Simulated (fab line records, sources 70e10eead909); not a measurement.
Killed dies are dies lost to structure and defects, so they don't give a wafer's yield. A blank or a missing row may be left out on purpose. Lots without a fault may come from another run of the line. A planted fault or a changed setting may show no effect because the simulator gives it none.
A struck lot beside a sound one | flow nand_harc | 16 steps out of a route of 1302
Sound: wafers L697.1, L697.3, L697.4. Struck: wafers L702.1, L702.4, L702.6. The cause comes at the end.
At each step with rows: each side's tool, then ch and its chambers, then its first start. Under that, the readings that differ: sound wafers | struck wafers | difference of the means | sigmas: that difference in standard deviations of wafers without a fault.
alike: readings whose means differ by less than 2 such deviations, and words and numbers that are the same on both sides. not compared: withheld readings, readings that some wafer has no value for, bounds like >300 that may hide the same value, and numbers for which the record gives no deviation and whose values overlap.
The two part at a step that has a row with sigmas, a row that says differs or no value, or rows on one side only. Numbers that don't overlap but have no deviation are shown without sigmas and don't part them. A reading that every wafer of one side lacks parts them only if that side has two wafers or more.

first, 1 step without rows for these wafers: NHARC_A_M0_DESCUM_14 (chemistry O2, time 3 s).
NHARC_A_M0_ETCH_34: etches the open film in N2/H2, target depth 40 nm, overetch 12 nm, time 43.94 s.
  sound on rie_diel-11 ch 1,2,3, day 24 18:43; struck on rie_diel-09 ch 2,3, day 27 16:47
  alike: chamber_pressure_mTorr, drypump_motor_current_A, h2_flow_sccm, oes_product_au, rf_vpp_V, showerhead_plenum_p_Torr, throttle_valve_pct
  not compared: rf_hours_counter_h
NHARC_A_M0_ETCH_15: etches the open film in C4F8/Ar, target depth 150 nm, overetch 15 nm, time 82.5 s.
  sound on rie_diel-11 ch 0,1,3; struck on rie_diel-09 ch 0,2,3
  alike: chamber_pressure_mTorr, oes_product_au, rf_vpp_V
  not compared: rf_hours_counter_h
NHARC_A_M0_CD_MEAS_16:
  sound on cd_sem-02, day 24 18:55; struck on cd_sem-03, day 27 17:00
  alike: cd_nm
then, 3 steps without rows for these wafers: NHARC_A_M0_STRIP_18 (strips in N2/H2); NHARC_A_M0_STRIP_19 (strips in post etch residue remover, time 600 s); NHARC_A_M0_DEGAS_28 (time 60 s).
NHARC_A_M0_PRE_CLEAN_29: time 30 s.
  sound on pvd_sputter-02; struck on pvd_sputter-01
  alike: heater_power_w
NHARC_A_M0_PVD_20: deposits TaN, target thk 5 nm, time 8.06 s.
  sound on pvd_sputter-02; struck on pvd_sputter-01
  alike: bias_v, cathode_dc_power_W, chamber_pressure_pa, throttle_valve_pct
then, 2 steps without rows for these wafers: NHARC_A_M0_PVD_21 (deposits Cu, target thk 30 nm, time 20.49 s); NHARC_A_M0_ECD_22 (material Cu, target thk 400 nm).
NHARC_A_M0_ANNEAL_30: time 90 s.
  sound on rtp_anneal-01 ch 0, day 24 20:16; struck on rtp_anneal-01 ch 0, day 27 18:22
  alike: wafer_temp_C_max
NHARC_A_M0_CMP_23: polishes, t overpolish 20 s, target thk 113.75 nm.
  sound on cmp-01 ch 1,2,3, day 24 20:38; struck on cmp-04 ch 1,2, day 27 18:43
  no value came back on the struck wafers for edge_zone_pressure_frac, motor_current_A (A), time_to_endpoint_s (s); on the sound wafers edge_zone_pressure_frac reads 1.002 0.992 1.009
NHARC_A_M0_THK_MEAS_24: measures by xrf.
  sound on film_metro-01, day 24 20:58; struck on film_metro-01, day 27 19:01
  reading     | sound             | struck            | difference | sigmas
  thk_nm (nm) | 114.1 113.5 111.7 | 400.7 405.5 404.7 | +290.5     | +99 or more
then, 1 step without rows for these wafers: NHARC_A_M0_SRD_25.
NHARC_END_SORT_01:
  the record has rows for the struck wafers here (prober-02 ch 0, day 29 10:58) and none for the sound ones

WHERE THEY PART
First at NHARC_A_M0_CMP_23; last, within this record, at NHARC_END_SORT_01.

WHY: what the simulator had put in
Skipped step whole: cmp-04, from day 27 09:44 on, at NHARC_A_M0_CMP_23. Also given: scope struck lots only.
